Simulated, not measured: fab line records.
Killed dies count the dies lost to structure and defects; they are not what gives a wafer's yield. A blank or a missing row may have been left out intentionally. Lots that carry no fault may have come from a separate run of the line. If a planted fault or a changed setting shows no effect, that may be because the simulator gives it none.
fab line records	flow nandHarc
record: lots: 24	wafers: 72	lastDay: 25
route steps=1159 shown P_M2@338 P_BONDPAD@353 A_CHANNEL_HOLE_D1@489 A_CHANNEL_FILL_D1@500 A_STAIRCASE@548
lots that met no fault: from a run of the same line without faults
startH: hours from the record's first day to the start of the lot's first wafer shown	waitH: hours from the lot's prior step to this one	" identical to the entry in the row above	L1.1+2: one row covering several wafers at once	- no value present, or no start provided	* or withheld: withheld	< > ~ a bound
route shown NAME@n: NAME is a module with steps in the file, n the number in the route of the first one	usual: mean/standard deviation of fault-free wafers	same: alike in all rows	chamber/n: place in a boat	sites: each site's reading	_std_site: standard deviation of those values	_edge_site: outer sites' mean less inner sites'	radiusMm: for every site, how far away it sits from the centre of the wafer	mask NAME#n: copy n	behind: the tool/chamber that last shaped the wafer	hold: why the lot was held/for how many hours/how that ended	device: transistor that didn't switch, given as n, p or np	end of line: the tests these same wafers got at the end of their route	where a step has no rows: the recipe by itself	killed: not the wafer's yield, but the dies lost to structure and defects at the first sort	map: dies across one wafer; x = killed, . = not, _ = none there
set.NAME: the run value of the setting; set.NAME@STEP: its run value at that earlier step	model.NAME: the simulator's own value behind a step, which no gauge read
one table for each step of the route and one row for each wafer, over a sample of lots
services: the hour from which a tool's chamber was out of use, counted from the record's first day as startH (under 0 if before that day), plus the number of hours and why
== steps ==
step: NHARC_P_M2_DEGAS_29
recipe: tempC: 250	timeS: 60
usual: heaterPowerW: 333/26
lot.wafer	tool	chamber	startH	waitH	heaterPowerW
L074.1	pvdSputter-01	-	124.64	-	276
L074.4	"	-	"	"	371
L074.5	"	-	"	"	320
L077.4	pvdSputter-03	-	141.51	-	332
L077.3	"	-	"	"	302
L077.6	"	-	"	"	325
L076.1	pvdSputter-02	-	146.30	-	304
L076.2	"	-	"	"	370
L076.6	"	-	"	"	310
L075.2	pvdSputter-01	-	147.83	-	365
L075.4	"	-	"	"	318
L075.6	"	-	"	"	324
L078.3	pvdSputter-01	-	149.40	-	368
L078.4	"	-	"	"	332
L078.5	"	-	"	"	364
L079.2	pvdSputter-01	-	155.47	-	285
L079.3	"	-	"	"	371
L079.5	"	-	"	"	351
L080.2	pvdSputter-02	-	156.30	-	306
L080.1	"	-	"	"	355
L080.3	"	-	"	"	346
L082.2	pvdSputter-03	-	166.88	-	335
L082.3	"	-	"	"	356
L082.6	"	-	"	"	340
L081.4	pvdSputter-01	-	168.32	-	378
L081.1	"	-	"	"	323
L081.6	"	-	"	"	388
L084.4	pvdSputter-02	-	178.76	-	308
L084.1	"	-	"	"	333
L084.6	"	-	"	"	325
L083.2	pvdSputter-03	-	181.42	-	346
L083.4	"	-	"	"	310
L083.5	"	-	"	"	327
L086.2	pvdSputter-03	-	207.16	-	326
L086.4	"	-	"	"	338
L086.1	"	-	"	"	342
L087.4	pvdSputter-02	-	207.74	-	327
L087.1	"	-	"	"	299
L087.5	"	-	"	"	342
L085.1	pvdSputter-01	-	208.41	-	377
L085.3	"	-	"	"	371
L085.6	"	-	"	"	373
L089.4	pvdSputter-02	-	213.89	-	307
L089.1	"	-	"	"	373
L089.5	"	-	"	"	320
L088.3	pvdSputter-02	-	214.71	-	306
L088.4	"	-	"	"	379
L088.5	"	-	"	"	306
L090.1	pvdSputter-01	-	221.30	-	287
L090.3	"	-	"	"	380
L090.6	"	-	"	"	363
L092.3	pvdSputter-03	-	228.19	-	301
L092.2	"	-	"	"	347
L092.6	"	-	"	"	331
L091.4	pvdSputter-03	-	229.29	-	323
L091.2	"	-	"	"	296
L091.6	"	-	"	"	327
L093.3	pvdSputter-03	-	242.81	-	303
L093.2	"	-	"	"	337
L093.4	"	-	"	"	348
L094.4	pvdSputter-01	-	243.70	-	314
L094.6	"	-	"	"	362
L094.5	"	-	"	"	284
L095.2	pvdSputter-03	-	251.26	-	352
L095.5	"	-	"	"	335
L095.6	"	-	"	"	331
L096.3	pvdSputter-02	-	260.59	-	320
L096.4	"	-	"	"	315
L096.5	"	-	"	"	374
L097.4	pvdSputter-03	-	261.39	-	330
L097.3	"	-	"	"	310
L097.6	"	-	"	"	330
step: NHARC_P_BONDPAD_THK_MEAS_33
recipe: thkMeasGauge: ellipsometry
usual: thkNm: 200.9/1.4
lot.wafer	tool	chamber	startH	waitH	thkNm
L074.1	filmMetro-02	-	127.39	0.1	199.9
L074.4	"	-	"	"	199.4
L074.5	"	-	"	"	203.6
L077.3	filmMetro-02	-	144.35	0.2	203.0
L077.4	"	-	"	"	201.4
L077.6	"	-	"	"	200.5
L076.1	filmMetro-02	-	149.09	0.2	200.2
L076.2	"	-	"	"	201.4
L076.6	"	-	"	"	199.5
L075.2	filmMetro-01	-	151.41	0.2	199.9
L075.4	"	-	"	"	202.2
L075.6	"	-	"	"	203.7
L078.3	filmMetro-01	-	152.21	0.2	202.9
L078.4	"	-	"	"	201.1
L078.5	"	-	"	"	201.0
L079.2	filmMetro-02	-	158.24	0.2	201.6
L079.3	"	-	"	"	203.0
L079.5	"	-	"	"	200.2
L080.1	filmMetro-01	-	159.12	0.2	199.9
L080.2	"	-	"	"	202.6
L080.3	"	-	"	"	202.0
L082.2	filmMetro-02	-	169.83	0.2	200.8
L082.3	"	-	"	"	199.4
L082.6	"	-	"	"	200.2
L081.1	filmMetro-01	-	171.11	0.2	199.9
L081.4	"	-	"	"	200.7
L081.6	"	-	"	"	202.7
L084.1	filmMetro-02	-	181.53	0.2	202.1
L084.4	"	-	"	"	202.4
L084.6	"	-	"	"	201.3
L083.2	filmMetro-02	-	184.22	0.2	199.9
L083.4	"	-	"	"	202.4
L083.5	"	-	"	"	201.4
L086.1	filmMetro-02	-	210.10	0.2	201.1
L086.2	"	-	"	"	199.5
L086.4	"	-	"	"	198.3
L087.1	filmMetro-02	-	210.52	0.2	200.2
L087.4	"	-	"	"	199.3
L087.5	"	-	"	"	200.0
L085.1	filmMetro-02	-	211.35	0.1	202.0
L085.3	"	-	"	"	200.5
L085.6	"	-	"	"	200.8
L089.1	filmMetro-02	-	216.64	0.2	200.9
L089.4	"	-	"	"	200.6
L089.5	"	-	"	"	203.7
L088.3	filmMetro-01	-	217.63	0.2	202.6
L088.4	"	-	"	"	198.9
L088.5	"	-	"	"	202.8
L090.1	filmMetro-02	-	224.21	0.2	199.5
L090.3	"	-	"	"	200.8
L090.6	"	-	"	"	202.0
L092.2	filmMetro-02	-	230.98	0.2	200.3
L092.3	"	-	"	"	198.8
L092.6	"	-	"	"	197.7
L091.2	filmMetro-02	-	232.15	0.2	198.8
L091.4	"	-	"	"	199.1
L091.6	"	-	"	"	198.5
L093.2	filmMetro-01	-	246.38	0.2	199.4
L093.3	"	-	"	"	201.3
L093.4	"	-	"	"	201.5
L094.4	filmMetro-01	-	246.79	0.2	201.7
L094.5	"	-	"	"	199.1
L094.6	"	-	"	"	200.2
L095.2	filmMetro-02	-	255.38	0.2	200.6
L095.5	"	-	"	"	200.3
L095.6	"	-	"	"	201.5
L096.3	filmMetro-01	-	263.49	0.2	200.8
L096.4	"	-	"	"	200.2
L096.5	"	-	"	"	201.6
L097.3	filmMetro-01	-	264.53	0.2	200.0
L097.4	"	-	"	"	201.3
L097.6	"	-	"	"	199.2
step: NHARC_A_CHANNEL_HOLE_D1_INSPECT_40
usual: rawDefectCount: 55/17
lot.wafer	tool	chamber	startH	waitH	rawDefectCount
L074.1	defectInspect-02	-	180.24	-	46
L074.4	"	-	"	"	45
L074.5	"	-	"	"	35
L077.3	defectInspect-02	-	195.22	-	53
L077.4	"	-	"	"	53
L077.6	"	-	"	"	73
L076.1	defectInspect-01	-	199.41	-	47
L076.2	"	-	"	"	46
L076.6	"	-	"	"	41
L075.2	defectInspect-01	-	200.52	-	41
L075.4	"	-	"	"	50
L075.6	"	-	"	"	66
L078.3	defectInspect-02	-	203.57	-	63
L078.4	"	-	"	"	73
L078.5	"	-	"	"	79
L079.2	defectInspect-01	-	210.14	-	74
L079.3	"	-	"	"	100
L079.5	"	-	"	"	83
L080.1	defectInspect-02	-	210.25	-	35
L080.2	"	-	"	"	32
L080.3	"	-	"	"	38
L082.2	defectInspect-01	-	224.41	-	59
L082.3	"	-	"	"	38
L082.6	"	-	"	"	72
L081.1	defectInspect-02	-	224.78	-	48
L081.4	"	-	"	"	35
L081.6	"	-	"	"	36
L084.1	defectInspect-01	-	238.79	-	48
L084.4	"	-	"	"	46
L084.6	"	-	"	"	58
L083.2	defectInspect-02	-	242.29	-	48
L083.4	"	-	"	"	37
L083.5	"	-	"	"	54
L087.1	defectInspect-01	-	259.54	-	26
L087.4	"	-	"	"	35
L087.5	"	-	"	"	23
L086.1	defectInspect-01	-	262.63	-	82
L086.2	"	-	"	"	62
L086.4	"	-	"	"	70
L085.1	defectInspect-02	-	265.36	-	59
L085.3	"	-	"	"	50
L085.6	"	-	"	"	68
L088.3	defectInspect-01	-	266.80	-	69
L088.4	"	-	"	"	79
L088.5	"	-	"	"	124
L089.1	defectInspect-01	-	269.54	-	54
L089.4	"	-	"	"	59
L089.5	"	-	"	"	68
L090.1	defectInspect-02	-	276.24	-	38
L090.3	"	-	"	"	59
L090.6	"	-	"	"	66
L091.2	defectInspect-02	-	281.27	-	50
L091.4	"	-	"	"	63
L091.6	"	-	"	"	61
L092.2	defectInspect-02	-	281.89	-	41
L092.3	"	-	"	"	34
L092.6	"	-	"	"	37
L094.4	defectInspect-02	-	297.88	-	30
L094.5	"	-	"	"	61
L094.6	"	-	"	"	73
L093.2	defectInspect-02	-	299.33	-	68
L093.3	"	-	"	"	65
L093.4	"	-	"	"	60
L095.2	defectInspect-01	-	305.86	-	60
L095.5	"	-	"	"	46
L095.6	"	-	"	"	59
L097.3	defectInspect-01	-	321.13	-	65
L097.4	"	-	"	"	57
L097.6	"	-	"	"	46
L096.3	defectInspect-01	-	325.31	-	50
L096.4	"	-	"	"	72
L096.5	"	-	"	"	55
step: NHARC_A_CHANNEL_FILL_D1_ETCHBACK_20
recipe: targetDepthA: 270	timeS: 13.5	c4f8FlowSccm: withheld	o2FlowSccm: 8	arFlowSccm: withheld	rfW: 600	biasW: 1500	chemistry: C4F8/O2/Ar
usual: oesProductAu: 0.97/0.036	rfVppV: 981/4.9
lot.wafer	tool	chamber	startH	waitH	oesProductAu	rfHoursCounterH	rfVppV
L074.1	rieDiel-02	3	207.55	-	0.99	1	973
L074.4	"	1	"	"	1.01	1	984
L074.5	"	0	"	"	0.99	-	978
L077.3	rieDiel-02	1	219.56	-	0.99	1	984
L077.4	"	2	"	"	0.99	2	984
L077.6	"	1	"	"	0.99	-	982
L076.2	rieDiel-02	0	223.77	-	1.00	2	977
L076.1	"	2	"	"	1.00	2	983
L076.6	"	1	"	"	0.99	-	982
L075.4	rieDiel-07	2	223.80	-	0.93	26	982
L075.2	"	3	"	"	0.92	29	974
L075.6	"	1	"	"	0.91	-	984
L078.3	rieDiel-02	1	228.08	-	0.98	2	982
L078.4	"	0	"	"	0.99	2	977
L078.5	"	2	"	"	0.99	-	982
L080.2	rieDiel-02	2	234.69	-	0.93	2	983
L080.1	"	3	"	"	0.95	2	973
L080.3	"	1	"	"	0.94	2	982
L079.3	rieDiel-13	3	234.69	-	0.99	6	988
L079.2	"	1	"	"	0.99	6	977
L079.5	"	3	"	"	1.01	-	989
L081.1	rieDiel-13	1	249.76	-	0.92	6	977
L081.4	"	3	"	"	0.93	6	988
L081.6	"	0	"	"	0.93	-	987
L082.2	rieDiel-02	2	249.79	-	1.01	2	982
L082.3	"	3	"	"	1.00	2	972
L082.6	"	0	"	"	0.98	-	976
L084.4	rieDiel-13	3	263.24	-	0.92	7	986
L084.1	"	1	"	"	0.93	7	975
L084.6	"	3	"	"	0.93	-	988
L083.4	rieDiel-02	0	266.90	-	0.91	3	977
L083.2	"	1	"	"	0.91	3	983
L083.5	"	0	"	"	0.92	-	978
L087.1	rieDiel-02	3	284.97	-	0.94	4	974
L087.4	"	1	"	"	0.94	-	982
L087.5	"	3	"	"	0.95	-	974
L085.1	rieDiel-02	2	290.74	-	0.99	4	981
L085.3	"	1	"	"	0.98	3	983
L085.6	"	2	"	"	0.98	-	983
L088.4	rieDiel-13	2	290.78	-	0.99	0	985
L088.3	"	3	"	"	1.00	0	987
L088.5	"	0	"	"	0.98	-	987
L086.1	rieDiel-07	0	290.78	-	0.99	10	983
L086.2	"	1	"	"	1.00	12	985
L086.4	"	3	"	"	1.00	10	976
L089.4	rieDiel-02	0	295.92	-	0.92	3	977
L089.1	"	3	"	"	0.91	4	973
L089.5	"	1	"	"	0.91	-	983
L090.1	rieDiel-02	2	303.88	-	1.00	4	984
L090.3	"	1	"	"	1.00	3	982
L090.6	"	3	"	"	1.00	-	975
L091.4	rieDiel-02	2	307.80	-	0.93	4	984
L091.2	"	0	"	"	0.92	4	977
L091.6	"	2	"	"	0.93	-	982
L092.3	rieDiel-13	1	307.84	-	1.02	1	976
L092.2	"	2	"	"	1.01	1	984
L092.6	"	0	"	"	0.99	-	986
L093.3	rieDiel-02	2	323.54	-	0.93	4	983
L093.4	"	3	"	"	0.92	4	973
L093.2	"	0	"	"	0.90	4	976
L094.4	rieDiel-13	2	323.55	-	0.99	1	985
L094.6	"	1	"	"	1.01	-	976
L094.5	"	2	"	"	1.00	-	986
L095.2	rieDiel-13	3	330.44	-	1.00	1	987
L095.6	"	0	"	"	1.00	-	988
L095.5	"	1	"	"	1.01	-	975
L097.3	rieDiel-13	0	346.01	-	1.00	2	987
L097.4	"	2	"	"	1.00	2	985
L097.6	"	0	"	"	1.00	-	985
L096.4	rieDiel-07	2	352.91	-	0.91	24	982
L096.3	"	0	"	"	0.92	25	981
L096.5	"	2	"	"	0.92	-	982
step: NHARC_A_CHANNEL_FILL_D1_ETCHBACK_08
recipe: targetDepthA: 2200	timeS: 110	c4f8FlowSccm: 20	arFlowSccm: withheld	rfW: 600	biasW: 300	chemistry: C4F8
usual: oesProductAu: 0.94/0.034	rfVppV: 442.1/2.6
lot.wafer	tool	chamber	startH	waitH	oesProductAu	rfHoursCounterH	rfVppV
L074.1	rieDiel-13	1	-	-	1.01	4.8	440.5
L074.4	"	2	"	"	1.00	4.8	445.3
L074.5	"	0	"	"	0.99	-	444.5
L077.4	rieDiel-02	0	-	-	0.93	1.9	439.1
L077.3	"	2	"	"	0.91	2.0	442.9
L077.6	"	3	"	"	0.92	-	440.1
L075.4	rieDiel-02	2	-	-	1.00	2.2	442.9
L075.2	"	0	"	"	0.98	2.1	441.8
L075.6	"	2	"	"	1.00	-	442.7
L076.1	rieDiel-13	1	-	-	0.93	5.9	438.2
L076.2	"	3	"	"	0.93	5.9	445.8
L076.6	"	1	"	"	0.92	-	438.9
L078.3	rieDiel-02	3	-	-	0.91	2.3	439.2
L078.4	"	0	"	"	0.91	2.2	440.6
L078.5	"	3	"	"	0.92	-	438.4
L080.3	rieDiel-02	1	-	-	0.92	2.2	442.7
L080.2	"	2	"	"	0.92	2.3	441.5
L080.1	"	0	"	"	0.91	2.3	441.1
L079.3	rieDiel-13	2	-	-	0.92	6.3	444.3
L079.2	"	0	"	"	0.92	5.7	444.2
L079.5	"	2	"	"	0.92	-	443.2
L082.3	rieDiel-02	1	-	-	0.93	2.6	444.0
L082.2	"	2	"	"	0.94	2.7	442.8
L082.6	"	2	"	"	0.93	-	443.4
L081.1	rieDiel-13	1	-	-	0.93	6.7	440.2
L081.4	"	0	"	"	0.93	6.2	445.0
L081.6	"	1	"	"	0.94	-	439.1
L084.4	rieDiel-02	3	-	-	1.00	3.3	437.1
L084.1	"	0	"	"	0.98	3.1	441.0
L084.6	"	0	"	"	0.99	-	438.9
L083.2	rieDiel-02	2	-	-	0.93	3.3	443.4
L083.4	"	2	"	"	0.92	-	443.6
L083.5	"	3	"	"	0.92	-	437.8
L087.1	rieDiel-13	0	-	-	0.99	0.6	445.4
L087.4	"	3	"	"	1.01	0.5	444.4
L087.5	"	0	"	"	1.00	-	444.1
L085.1	rieDiel-02	0	-	-	0.92	3.7	439.7
L085.3	"	1	"	"	0.92	3.5	441.7
L085.6	"	3	"	"	0.92	-	439.6
L088.3	rieDiel-13	3	-	-	0.93	0.7	445.0
L088.4	"	2	"	"	0.92	0.7	442.5
L088.5	"	0	"	"	0.92	-	446.4
L086.4	rieDiel-07	2	-	-	0.93	14.4	442.1
L086.1	"	0	"	"	0.92	13.4	442.1
L086.2	"	1	"	"	0.93	14.5	443.7
L089.1	rieDiel-13	0	-	-	0.92	0.9	444.7
L089.4	"	1	"	"	0.93	0.8	440.1
L089.5	"	3	"	"	0.93	-	444.8
L090.3	rieDiel-02	0	-	-	0.91	3.9	441.2
L090.1	"	2	"	"	0.93	4.2	442.7
L090.6	"	3	"	"	0.92	-	438.4
L092.3	rieDiel-13	2	-	-	0.92	1.0	444.1
L092.2	"	3	"	"	0.94	1.1	446.7
L092.6	"	3	"	"	0.92	-	446.2
L091.4	rieDiel-02	2	-	-	0.93	4.3	440.8
L091.2	"	0	"	"	0.92	4.2	440.0
L091.6	"	3	"	"	0.92	-	438.5
L093.2	rieDiel-02	2	-	-	0.99	0.0	443.1
L093.3	"	3	"	"	0.99	0.0	438.7
L093.4	"	0	"	"	1.00	0.0	441.7
L094.4	rieDiel-13	0	-	-	0.92	2.1	444.9
L094.5	"	2	"	"	0.92	-	444.3
L094.6	"	3	"	"	0.93	-	444.8
L095.2	rieDiel-02	2	-	-	0.99	0.2	443.5
L095.6	"	1	"	"	1.00	-	444.7
L095.5	"	2	"	"	0.99	-	442.9
L097.3	rieDiel-02	2	-	-	0.92	0.5	443.1
L097.4	"	0	"	"	0.92	0.4	442.1
L097.6	"	2	"	"	0.92	-	442.3
L096.3	rieDiel-13	0	-	-	0.99	3.2	445.4
L096.4	"	3	"	"	1.00	3.0	445.3
L096.5	"	0	"	"	0.98	-	444.4
step: NHARC_A_STAIRCASE_TRIM_12
recipe: timeS: 211.2	o2FlowSccm: 500	arFlowSccm: 0	biasW: 0	chemistry: O2
usual: drypumpMotorCurrentA: 5.5/0.51	mfcArSccm: 0.013/0.014	oesProductAu: 0.997/0.0069	rfVppV: 57.7/0.89	showerheadPlenumPTorr: 3.52/0.14	throttleValvePct: 17.036/0.01
lot.wafer	tool	chamber	startH	waitH	drypumpMotorCurrentA	mfcArSccm	oesProductAu	rfHoursCounterH	rfVppV	showerheadPlenumPTorr	throttleValvePct
L074.4	rieDiel-04	1	235.81	0.1	5.0	0.004	0.997	45	56.8	3.51	17.045
L074.1	"	3	"	"	6.7	0	0.996	41	57.4	3.39	17.023
L074.5	"	0	"	"	6.0	0.019	1.005	-	57.2	3.62	17.072
L077.3	rieDiel-01	3	246.54	0.1	5.2	0.014	0.991	27	58.4	3.69	17.034
L077.4	"	2	"	"	4.8	0.037	1.002	38	58.2	3.59	17.037
L077.6	"	3	"	"	5.2	0.014	1.000	-	58.0	3.69	17.037
L075.4	rieDiel-01	3	250.85	0.1	5.2	0.014	0.996	29	59.0	3.69	17.025
L075.2	"	0	"	"	5.8	0.007	0.983	26	56.8	3.68	17.044
L075.6	"	2	"	"	4.8	0.037	0.994	-	59.6	3.58	17.028
L076.1	rieDiel-08	3	253.62	0.1	5.5	0.038	1.002	51	56.4	3.31	17.034
L076.2	"	2	"	"	5.2	0	0.998	49	58.3	3.78	17.036
L076.6	"	3	"	"	5.5	0.038	0.996	-	56.8	3.30	17.032
L078.3	rieDiel-01	3	254.05	0.1	5.2	0.014	0.998	30	57.7	3.69	17.033
L078.4	"	2	"	"	4.8	0.037	1.010	42	57.2	3.58	17.042
L078.5	"	3	"	"	5.2	0.014	1.000	-	58.1	3.69	17.046
L080.1	rieDiel-01	1	262.16	0.1	5.5	0	0.998	43	55.7	3.35	17.026
L080.2	"	2	"	"	4.9	0.037	1.003	46	56.8	3.58	17.039
L080.3	"	3	"	"	5.2	0.014	0.988	34	60.1	3.68	17.037
L079.3	rieDiel-08	0	262.50	0.1	5.9	0.001	0.999	51	56.1	3.31	17.040
L079.2	"	1	"	"	6.4	0	1.000	49	57.6	3.43	17.035
L079.5	"	0	"	"	5.9	0.001	0.991	-	57.7	3.31	17.032
L082.2	rieDiel-04	1	277.30	0.1	5.0	0.004	1.002	62	56.5	3.50	17.051
L082.3	"	0	"	"	5.9	0.019	0.994	61	59.1	3.61	17.020
L082.6	"	0	"	"	5.9	0.019	1.016	-	57.5	3.61	17.041
L081.1	rieDiel-04	1	278.35	0.2	5.0	0.004	1.000	63	56.8	3.50	17.033
L081.4	"	0	"	"	5.9	0.019	0.995	-	57.6	3.61	17.055
L081.6	"	2	"	"	5.4	0.025	0.983	-	57.0	3.50	17.035
L084.1	rieDiel-08	0	290.43	0.1	5.9	0.001	0.989	61	56.7	3.31	17.049
L084.4	"	1	"	"	6.4	0	0.987	60	57.5	3.42	17.041
L084.6	"	2	"	"	5.2	0	0.990	-	57.0	3.77	17.028
L083.2	rieDiel-08	1	294.28	0.1	6.4	0	1.007	61	57.1	3.42	17.035
L083.4	"	3	"	"	5.5	0.038	0.996	65	56.6	3.30	17.029
L083.5	"	2	"	"	5.2	0	1.008	-	57.6	3.77	17.042
L087.1	rieDiel-01	3	312.15	0.1	5.2	0.014	0.997	51	58.2	3.67	17.022
L087.4	"	1	"	"	5.5	0	0.987	61	58.6	3.34	17.057
L087.5	"	0	"	"	5.8	0.007	0.996	-	58.5	3.67	17.019
L086.1	rieDiel-08	1	319.08	0.1	6.4	0	0.994	4	57.1	3.42	17.032
L086.2	"	2	"	"	5.2	0	1.007	4	58.2	3.77	17.037
L086.4	"	3	"	"	5.5	0.038	0.999	4	57.0	3.29	17.025
L085.1	rieDiel-04	2	319.33	0.1	5.4	0.025	0.990	10	58.2	3.49	17.049
L085.3	"	0	"	"	6.0	0.019	0.996	9	57.0	3.60	17.039
L085.6	"	2	"	"	5.4	0.025	0.987	-	58.2	3.50	17.041
L088.3	rieDiel-08	1	319.64	0.2	6.4	0	1.013	5	56.8	3.42	17.031
L088.4	"	2	"	"	5.2	0	1.009	4	57.9	3.77	17.045
L088.5	"	0	"	"	5.9	0.001	0.992	-	57.0	3.30	17.028
L089.1	rieDiel-04	0	322.92	0.1	5.9	0.019	0.997	11	57.7	3.60	17.050
L089.4	"	3	"	"	6.7	0	0.991	7	59.4	3.38	17.024
L089.5	"	1	"	"	5.0	0.004	1.000	-	57.8	3.49	17.029
L090.3	rieDiel-04	2	331.46	0.1	5.4	0.025	0.999	16	57.7	3.49	17.037
L090.1	"	0	"	"	5.9	0.019	1.001	16	59.6	3.60	17.051
L090.6	"	2	"	"	5.4	0.025	0.988	-	58.1	3.49	17.044
L091.2	rieDiel-01	3	334.39	0.1	5.2	0.014	1.002	3	57.5	3.67	17.042
L091.4	"	0	"	"	5.8	0.007	0.997	4	57.9	3.66	17.031
L091.6	"	2	"	"	4.8	0.037	1.007	-	56.1	3.57	17.046
L092.2	rieDiel-01	2	334.72	0.1	4.8	0.037	0.999	3	57.7	3.57	17.041
L092.3	"	1	"	"	5.5	0	1.003	4	57.8	3.33	17.040
L092.6	"	3	"	"	5.2	0.014	1.002	-	59.3	3.67	17.040
L093.4	rieDiel-01	1	350.18	0.1	5.5	0	1.004	10	57.8	3.33	17.010
L093.2	"	2	"	"	4.8	0.037	1.000	8	57.4	3.57	17.037
L093.3	"	0	"	"	5.7	0.007	0.995	10	57.1	3.66	17.022
L094.4	rieDiel-04	3	353.64	0.1	6.7	0	0.990	20	58.1	3.37	17.038
L094.6	"	3	"	"	6.7	0	1.005	-	58.0	3.37	17.041
L094.5	"	0	"	"	5.9	0.019	0.991	-	58.0	3.59	17.051
L095.2	rieDiel-01	1	356.88	0.1	5.5	0	1.007	11	57.1	3.33	17.053
L095.5	"	3	"	"	5.2	0.014	1.001	-	56.8	3.67	17.048
L095.6	"	0	"	"	5.8	0.007	0.996	-	58.8	3.66	17.045
L097.3	rieDiel-01	1	373.01	0.1	5.5	0	0.994	16	56.5	3.33	17.028
L097.4	"	0	"	"	5.8	0.007	0.986	16	58.8	3.65	17.021
L097.6	"	1	"	"	5.5	0	0.987	-	56.5	3.33	17.041
L096.3	rieDiel-01	2	381.19	0.1	4.8	0.037	1.003	17	59.4	3.56	17.047
L096.4	"	3	"	"	5.2	0.014	1.001	17	59.3	3.66	17.021
L096.5	"	2	"	"	4.8	0.037	1.003	-	58.8	3.56	17.032
== services ==
tool	chamber	startH	hours	kind
pvdSputter-03	-	102.04	10.0	pm
rieDiel-02	-	103.96	0.4	repair
rieDiel-01	1	111.30	2.4	repair
rieDiel-04	-	111.99	9.0	pm
rieDiel-01	2	121.32	4.8	repair
rieDiel-01	1	133.71	5.2	repair
rieDiel-01	-	138.25	9.0	pm
pvdSputter-01	-	139.91	1.7	repair
rieDiel-02	2	145.43	5.1	repair
rieDiel-01	3	147.61	17.8	repair
rieDiel-02	-	150.70	9.0	pm
pvdSputter-01	-	158.00	10.0	pm
rieDiel-01	0	183.09	9.5	repair
rieDiel-04	2	190.99	3.0	repair
rieDiel-01	0	193.23	15.4	repair
pvdSputter-01	-	197.77	0.6	repair
rieDiel-13	1	208.05	1.8	repair
rieDiel-13	2	259.22	2.6	repair
rieDiel-13	-	276.00	9.0	pm
pvdSputter-03	-	280.04	10.0	pm
rieDiel-02	0	283.88	4.5	repair
rieDiel-01	-	315.57	9.0	pm
rieDiel-02	-	327.70	9.0	pm
pvdSputter-01	-	336.00	10.0	pm
== key ==
fault none
